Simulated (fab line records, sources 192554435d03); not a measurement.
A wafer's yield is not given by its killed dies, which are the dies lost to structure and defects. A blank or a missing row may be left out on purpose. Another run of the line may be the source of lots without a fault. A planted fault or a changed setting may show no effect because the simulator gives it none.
Which tool did it?    flow n5Finfet    9 lots with 27 wafers sampled at 5 steps, on a route of 1938 steps

WHAT EACH GAUGE READ, for each wafer
N5_START_INSPECT_01: inspects for defects (unpatterned scan). Usual: 6.0 for rawDefectCount, sd 2.5.
lot   measured     on                rawDefectCount  flag
L937  day 1 12:02  defectInspect-02  10 5 6          
L939  day 2 00:02  defectInspect-02  5 4 2           
L941  day 2 12:12  defectInspect-02  10 6 3          
L943  day 3 00:02  defectInspect-02  9 9 8           
L945  day 3 12:02  defectInspect-01  12 5 4          
L946  day 3 18:02  defectInspect-01  2 6 7           
L951  day 5 00:02  defectInspect-01  4 8 2           
L958  day 6 18:02  defectInspect-01  5 2 3           
L960  day 7 06:02  defectInspect-01  4 6 8           

N5_PMOS_HMC_CHANNEL_EPI_OVL_MEAS_10. Usual: PMOS_HMC_BLK_OVL gives 0.2 nm (standard deviation 0.72).
lot   measured     on          PMOS_HMC_BLK_OVL (nm)  flag
L937  day 1 17:58  overlay-01  0.0 -0.2 0.6           
L939  day 2 06:17  overlay-01  0.5 -0.2 0.1           
L941  day 2 17:38  overlay-02  -0.1 0.6 0.2           
L943  day 3 05:51  overlay-01  -0.4 -0.1 0.4          
L945  day 3 17:32  overlay-01  0.2 -0.4 0.7           
L946  day 3 23:15  overlay-01  0.8 0.7 -0.1           
L951  day 5 05:15  overlay-01  0.9 0.1 0.3            
L958  day 6 23:07  overlay-01  0.3 -0.1 0.0           
L960  day 7 11:01  overlay-02  2.0 1.0 1.4            

N5_BEOL_M4_RC_MEAS_101. Usual: CJ_N 4.33, standard deviation 0.082; DIBL_N 35.9 mV/V, standard deviation 1.3; DIBL_P 35.9 mV/V, standard deviation 1.5; IOFF_N 0.152 nA/um, standard deviation 0.023; IOFF_N_LONG 5.52e-05 nA/um, standard deviation 2e-06; IOFF_P 0.204 nA/um, standard deviation 0.027; ION_N 673 uA/um, standard deviation 9.2; ION_P 462 uA/um, standard deviation 6.7; RS_PWELL 2999 ohm/sq, standard deviation 22; SS_N 71.4 mV/dec, standard deviation 0.48; SS_P 73.2 mV/dec, standard deviation 0.55; VT_N 250.3 mV, standard deviation 2.6; VT_P -250.6 mV, standard deviation 3.
lot   measured      on         CJ_N            DIBL_N (mV/V)   DIBL_P (mV/V)   IOFF_N (nA/um)     IOFF_N_LONG (nA/um)         IOFF_P (nA/um)     ION_N (uA/um)  ION_P (uA/um)  RS_PWELL (ohm/sq)  SS_N (mV/dec)   SS_P (mV/dec)   VT_N (mV)          VT_P (mV)             flag
L937  day 8 12:53   prober-02  4.32 4.33 4.29  35.2 37.0 37.2  35.1 38.1 37.3  0.120 0.155 0.149  5.41e-05 5.36e-05 5.42e-05  0.163 0.207 0.193  662 671 659    455 468 450    2985 3038 2990     70.9 71.2 71.6  72.3 72.6 73.2  255.4 251.9 250.1  -253.8 -251.8 -251.3  
L939  day 8 20:23   prober-02  4.44 4.42 4.36  33.8 33.5 33.9  34.7 34.5 35.1  0.143 0.133 0.139  5.88e-05 5.85e-05 5.71e-05  0.199 0.186 0.199  667 672 663    461 464 464    3013 2987 2995     71.0 71.5 70.9  72.4 72.5 72.8  250.9 250.1 250.9  -250.0 -250.8 -250.2  
L941  day 9 21:12   prober-01  4.32 4.37 4.33  36.6 35.3 37.3  36.6 34.7 38.1  0.135 0.122 0.162  5.21e-05 5.25e-05 5.22e-05  0.175 0.159 0.214  670 676 685    456 453 469    3035 3024 3035     71.2 70.6 71.8  72.8 72.6 73.6  253.0 253.1 251.9  -253.4 -254.0 -250.3  
L943  day 10 14:52  prober-02  2.90 2.80 2.87  38.7 38.5 38.7  35.2 36.9 34.5  0.195 0.199 0.213  4.74e-05 4.85e-05 4.8e-05   0.217 0.244 0.198  671 676 665    462 464 449    2539 2520 2524     73.2 72.9 74.2  73.5 74.2 72.5  251.5 247.2 252.0  -248.6 -249.5 -251.8  OFF
L945  day 10 22:23  prober-01  2.90 2.87 2.90  37.8 38.8 38.2  35.5 37.4 36.7  0.203 0.220 0.211  5.22e-05 5.14e-05 5.25e-05  0.209 0.233 0.224  693 686 696    467 468 469    2592 2602 2564     72.7 72.7 71.3  73.1 74.2 73.0  244.9 244.6 246.2  -248.9 -249.6 -248.3  OFF
L946  day 12 03:04  prober-02  4.46 4.42 4.36  35.7 35.0 35.9  35.5 35.2 36.2  0.134 0.127 0.143  5.68e-05 5.55e-05 5.62e-05  0.188 0.198 0.209  669 665 681    455 460 461    3003 3014 3034     71.1 70.7 71.7  72.7 72.8 73.8  249.5 251.2 248.9  -249.6 -248.8 -248.1  
L951  day 12 07:56  prober-01  4.51 4.47 4.46  33.9 34.1 33.2  35.3 36.2 34.6  0.152 0.156 0.136  5.79e-05 5.72e-05 5.79e-05  0.208 0.231 0.201  688 682 681    474 474 471    2982 2999 3000     71.3 71.0 70.4  72.8 73.3 72.7  248.7 250.0 250.0  -248.8 -245.6 -249.4  
L958  day 14 01:35  prober-02  4.35 4.32 4.36  35.1 35.0 35.1  35.8 36.8 36.6  0.128 0.132 0.138  5.21e-05 5.17e-05 5.23e-05  0.167 0.175 0.171  669 668 672    455 454 456    2976 2984 2967     71.1 71.7 71.8  73.3 73.4 73.2  255.3 253.2 252.9  -254.2 -253.3 -257.5  
L960  day 14 22:47  prober-02  4.40 4.38 4.31  35.3 35.2 35.9  34.3 34.4 35.3  0.134 0.130 0.146  5.59e-05 5.56e-05 5.55e-05  0.219 0.216 0.240  657 667 678    466 471 477    2976 3015 3021     71.6 71.4 71.1  73.2 72.1 73.7  252.8 249.9 251.0  -247.0 -247.9 -244.7  

WHAT TOOL EACH LOT RAN ON (gives the tool, then ch and the chambers of the sampled wafers, and finally the start)
lot   N5_WELL_APT_IMPLANT_32          N5_PMOS_HMC_CHANNEL_EPI_STRIP_33
L937  implanter-02 ch 0, day 1 15:59  rieDiel-06 ch 0,1,2, day 1 18:14
L939  implanter-01 ch 0, day 2 04:27  rieDiel-01 ch 1,2,3, day 2 06:54
L941  implanter-01 ch 0, day 2 15:49  rieDiel-06 ch 1,2, day 2 18:04
L943  implanter-01 ch 0, day 3 03:56  rieDiel-01 ch 0,2, day 3 06:02
L945  implanter-01 ch 0, day 3 15:13  rieDiel-06 ch 0,1, day 3 17:46
L946  implanter-02 ch 0, day 3 21:12  rieDiel-06 ch 2,3, day 3 23:26
L951  implanter-02 ch 0, day 5 03:20  rieDiel-03 ch 1,3, day 5 05:38
L958  implanter-01 ch 0, day 6 21:24  rieDiel-03 ch 0,2,3, day 6 23:18
L960  implanter-01 ch 0, day 7 09:12  rieDiel-03 ch 1,3, day 7 11:13
- N5_WELL_APT_IMPLANT_32
- N5_PMOS_HMC_CHANNEL_EPI_STRIP_33: strips in N2/H2.

WHAT THE TOOLS THEMSELVES READ (means of the sampled wafers that have a number; where no wafer has one, the mark that the record gives instead)
N5_WELL_APT_IMPLANT_32. Usual: 49.999 for beamEnergyKeV, sd 0.014.
lot   tool          beamEnergyKeV  flag
L937  implanter-02  50.008         
L939  implanter-01  50.010         
L941  implanter-01  49.981         
L943  implanter-01  79.874         OFF
L945  implanter-01  79.872         OFF
L946  implanter-02  49.999         
L951  implanter-02  49.999         
L958  implanter-01  49.991         
L960  implanter-01  49.996         

N5_PMOS_HMC_CHANNEL_EPI_STRIP_33. Usual: biasPowerW 7.998 W, standard deviation 0.021; drypumpMotorCurrentA 5.55 A, standard deviation 0.29; oesProductAu 0.80 a.u., standard deviation 0.083; rfVppV 54.3 V, standard deviation 1.7; showerheadPlenumPTorr 3.36 Torr, standard deviation 0.12; throttleValvePct 18.9 %, standard deviation 0.37.
lot   tool        biasPowerW (W)  drypumpMotorCurrentA (A)  oesProductAu (a.u.)  rfVppV (V)  showerheadPlenumPTorr (Torr)  throttleValvePct (%)  flag
L937  rieDiel-06  8.004           5.82                      0.84                 55.5        3.48                          19.0                  
L939  rieDiel-01  7.994           5.65                      0.78                 54.6        3.37                          19.0                  
L941  rieDiel-06  8.016           5.96                      0.78                 55.9        3.51                          19.3                  
L943  rieDiel-01  7.989           5.49                      0.79                 55.3        3.37                          19.0                  
L945  rieDiel-06  8.008           5.64                      0.86                 56.0        3.43                          18.8                  
L946  rieDiel-06  7.985           5.37                      0.78                 55.2        3.32                          19.2                  
L951  rieDiel-03  8.008           5.55                      0.74                 54.7        3.26                          18.9                  
L958  rieDiel-03  7.999           5.52                      0.73                 55.3        3.34                          19.0                  
L960  rieDiel-03  7.984           5.40                      0.76                 54.8        3.18                          18.7                  

THE ANSWER, worked out from the rows above alone
Rule: a lot counts as off when the mean over its wafers that have a number is more than 3 standard deviations away from the usual mean. Also off: a lot with no number at a reading for which 4 or more lots have one. Where the step has rows for the other lots, those lots are counted as sound. The gauges are gone through in route order, then the tools' own readings, and for those a lot's mean is taken as printed above. The first step at which some lot is off is used, and at that step the reading that is off furthest; a lot without a number counts as furthest.
Off: at N5_BEOL_M4_RC_MEAS_101 (RS_PWELL), L943, L945.
A tool fits if, at a process step before that reading, it ran every lot that is off, and no sound lot after the first of them. Not tried: the gauges at N5_BEOL_M4_RC_MEAS_101; whatever is off there is also off at N5_WELL_APT_IMPLANT_32, on other tools, and gauge error can't account for it. Not one of the candidates tried fits.

WHAT THE SIMULATOR HAD INSERTED
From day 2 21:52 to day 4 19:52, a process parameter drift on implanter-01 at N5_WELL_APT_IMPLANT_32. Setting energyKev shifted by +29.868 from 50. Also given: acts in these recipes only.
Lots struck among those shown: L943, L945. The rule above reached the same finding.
